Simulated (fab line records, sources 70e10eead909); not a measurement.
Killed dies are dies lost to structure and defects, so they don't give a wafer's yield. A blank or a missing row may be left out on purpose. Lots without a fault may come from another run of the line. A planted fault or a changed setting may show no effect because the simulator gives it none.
Chamber matching | flow nand_harc | NHARC_A_WL_FILL_ALD_02 on ald_metal-01: 4 sister chambers
The step deposits TiN, target thk 2 nm, pulse time 3 s, ald cycles 100. 8 wafers are shown with their chamber, then 9 later ones without.

WAFERS WITH THEIR CHAMBER
wafer  | chamber | heater_power_w (W) | precursor_pulse_height_rel
L080.2 | 1       | 1087               | 1.005
L080.3 | 3       | 1220               | 1.010
L083.2 | 1       | 1079               | 1.003
L083.5 | 0       | 1088               | 0.999
L087.1 | 0       | 1088               | 0.989
L088.2 | 2       | 1083               | 0.960
L088.4 | 3       | 1223               | 1.037
L088.5 | 2       | 1060               | 1.007

WAFERS WITHOUT THEIR CHAMBER
wafer  | heater_power_w (W) | precursor_pulse_height_rel
L089.1 | 1073               | 0.999
L089.4 | 1225               | 1.011
L089.5 | 1125               | 0.954
L091.4 | 1056               | 0.976
L091.5 | 1222               | 0.994
L091.6 | 1089               | 0.982
L097.1 | 1109               | 1.014
L097.3 | 1243               | 0.995
L097.5 | 1225               | 1.017

WHICH CHAMBER EACH WENT THROUGH
wafer  | from the rows above          | in truth
L089.1 | can't be placed: 2 or 1 or 0 | 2
L089.4 | 3                            | 3
L089.5 | can't be placed: 0 or 1 or 2 | 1
L091.4 | can't be placed: 2 or 1 or 0 | 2
L091.5 | 3                            | 3
L091.6 | can't be placed: 0 or 1 or 2 | 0
L097.1 | can't be placed: 0 or 1 or 2 | 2
L097.3 | 3                            | 3
L097.5 | 3                            | 3
Placed correctly: 4 of 9. Can't be placed from these rows: 5 (the true chamber is among the candidates in 5). Placed wrongly: 0.
How it was worked out, from the rows above alone: a wafer's distance from a chamber is the root of the sum, over the readings, of the square of ((its reading less the chamber's mean) divided by the reading's scatter). The wafer belongs to the nearest chamber; if the next one is less than 2 further off, it can't be placed. A chamber's mean is the mean of its shown wafers. The scatter: the root of (the sum of the squares of (reading less its chamber's mean) over the shown wafers, divided by (wafers less chambers)).
